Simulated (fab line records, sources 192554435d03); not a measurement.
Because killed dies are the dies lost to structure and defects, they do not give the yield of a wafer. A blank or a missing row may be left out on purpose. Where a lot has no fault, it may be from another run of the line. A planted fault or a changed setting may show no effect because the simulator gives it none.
3 desks, one fault | flow n5 finfet | numbers are kept per desk, each desk with only its own; the story behind them comes last

## DESK OF THE TOOL OWNER: implanter-01
The tool's own readings at N5_WELL_APT_IMPLANT_15, given as means over the sampled wafers that have a number, one for each lot that went through this tool. If a lot's mean is further than 4 standard deviations from the usual mean, the lot is out of limits and carries the mark OUT (the distance appears in the brackets).
Columns: A = dose ions cm2 at N5_WELL_APT_IMPLANT_15, usual 1.5001e+13; B = faraday current uA at N5_WELL_APT_IMPLANT_15, usual 190
lot  | first seen here | A                            | B
L955 | day 2 14:26     | 1.4997e+13                   | 194
L957 | day 3 02:06     | 1.4992e+13                   | 192
L958 | day 3 08:13     | 7.7707e+12 (-99 or more) OUT | 98 (-24) OUT
L960 | day 3 20:20     | 7.7597e+12 (-99 or more) OUT | 98 (-24) OUT
L970 | day 6 08:03     | 1.4997e+13                   | 187
L971 | day 6 13:55     | 1.4979e+13                   | 188
L972 | day 6 20:35     | 1.4993e+13                   | 188
L973 | day 7 02:12     | 1.5021e+13                   | 190
This desk finds L958, L960 out of limits, L958 being first, at day 3 08:13 (dose ions cm2 at N5_WELL_APT_IMPLANT_15). In limits: L955, L957, L970, L971, L972, L973.

## THE DEFECT DESK
Inspection counts along the route, by lot: the mean over sampled wafers that carry a number. If a lot's mean is further than 4 standard deviations from the usual mean, the lot is out of limits and carries the mark OUT (the distance appears in the brackets).
Columns: A = raw defect count at N5_ZERO_LAYER_INSPECT_20, usual 41; B = raw defect count at N5_WELL_APT_INSPECT_10, usual 2.0
lot  | first seen here | A  | B
L952 | day 1 19:34     | 42 | 1.7
L954 | day 2 07:39     | 34 | 3.3
L955 | day 2 13:32     | 40 | 3.3
L957 | day 3 01:24     | 46 | 2.3
L958 | day 3 07:32     | 32 | 1.0
L960 | day 3 19:28     | 51 | 2.0
L970 | day 6 07:17     | 43 | 1.3
L971 | day 6 13:15     | 30 | 1.0
L972 | day 6 19:37     | 31 | 2.0
L973 | day 7 01:23     | 21 | 3.7
Result from this desk: across the 10 lots, nothing is out of limits.

## FROM THE METROLOGY DESK
What the gauges read for every lot (on any tool): the sampled wafers with a number, averaged. If a lot's mean is further than 4 standard deviations from the usual mean, the lot is out of limits and carries the mark OUT (the distance appears in the brackets). Readings shown: 7 out of 11 (the first out of limits, and those lying furthest out on some lot).
Columns: A = CJ_P at N5_BEOL_M4_RC_MEAS_101, usual 5.81; B = IOFF_N at N5_BEOL_M4_RC_MEAS_101, usual 0.159 nA/um; C = IOFF_P at N5_BEOL_M4_RC_MEAS_101, usual 0.21 nA/um; D = ION_N at N5_BEOL_M4_RC_MEAS_101, usual 670 uA/um; E = ION_P at N5_BEOL_M4_RC_MEAS_101, usual 459 uA/um; F = SS_P at N5_BEOL_M4_RC_MEAS_101, usual 73.2 mV/dec; G = VT_P at N5_BEOL_M4_RC_MEAS_101, usual -250 mV
lot  | first seen here | A               | B     | C    | D   | E   | F    | G
L952 | day 8 17:43     | 5.77            | 0.141 | 0.19 | 662 | 455 | 73.0 | -251
L954 | day 9 17:08     | 5.87            | 0.218 | 0.27 | 693 | 473 | 73.2 | -245
L955 | day 9 19:52     | 5.77            | 0.169 | 0.22 | 676 | 462 | 73.5 | -251
L957 | day 10 00:43    | 5.84            | 0.180 | 0.26 | 679 | 470 | 73.7 | -247
L960 | day 10 09:16    | 4.37 (-7.6) OUT | 0.178 | 0.28 | 680 | 470 | 74.3 | -244
L958 | day 11 03:57    | 4.27 (-8.1) OUT | 0.133 | 0.18 | 659 | 447 | 73.2 | -257
L970 | day 13 05:46    | 5.96            | 0.173 | 0.23 | 672 | 458 | 73.6 | -249
L971 | day 13 16:05    | 5.87            | 0.194 | 0.23 | 686 | 464 | 73.3 | -249
L972 | day 13 23:15    | 5.76            | 0.152 | 0.17 | 666 | 450 | 73.0 | -258
L973 | day 14 19:29    | 5.66            | 0.157 | 0.22 | 666 | 463 | 73.2 | -249
Finding of this desk: L958, L960 out of limits, first seen on L960 at day 10 09:16 (CJ_P at N5_BEOL_M4_RC_MEAS_101). In limits: L952, L954, L955, L957, L970, L971, L972, L973.

## TAKEN TOGETHER
At day 3 08:13, on L958, L960, the tool owner's desk was in a position to raise an alarm.
Metrology desk: alarm possible at day 10 09:16 on L958, L960.
The defect desk saw nothing out of limits.
The defect desk has L958, L960 on record, within its limits.
N5_WELL_APT_IMPLANT_15 was run on implanter-01 by each of the lots named.

## WHAT WAS PUT IN BY THE SIMULATOR
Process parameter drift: implanter-01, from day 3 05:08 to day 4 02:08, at N5_WELL_APT_IMPLANT_15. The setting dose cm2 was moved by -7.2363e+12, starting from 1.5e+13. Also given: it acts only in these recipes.
Struck lots among those shown: L958, L960.
Counting hours from when the fault started, the first reading out of limits came at 3 for the tool owner's desk and at 172 for the metrology desk.
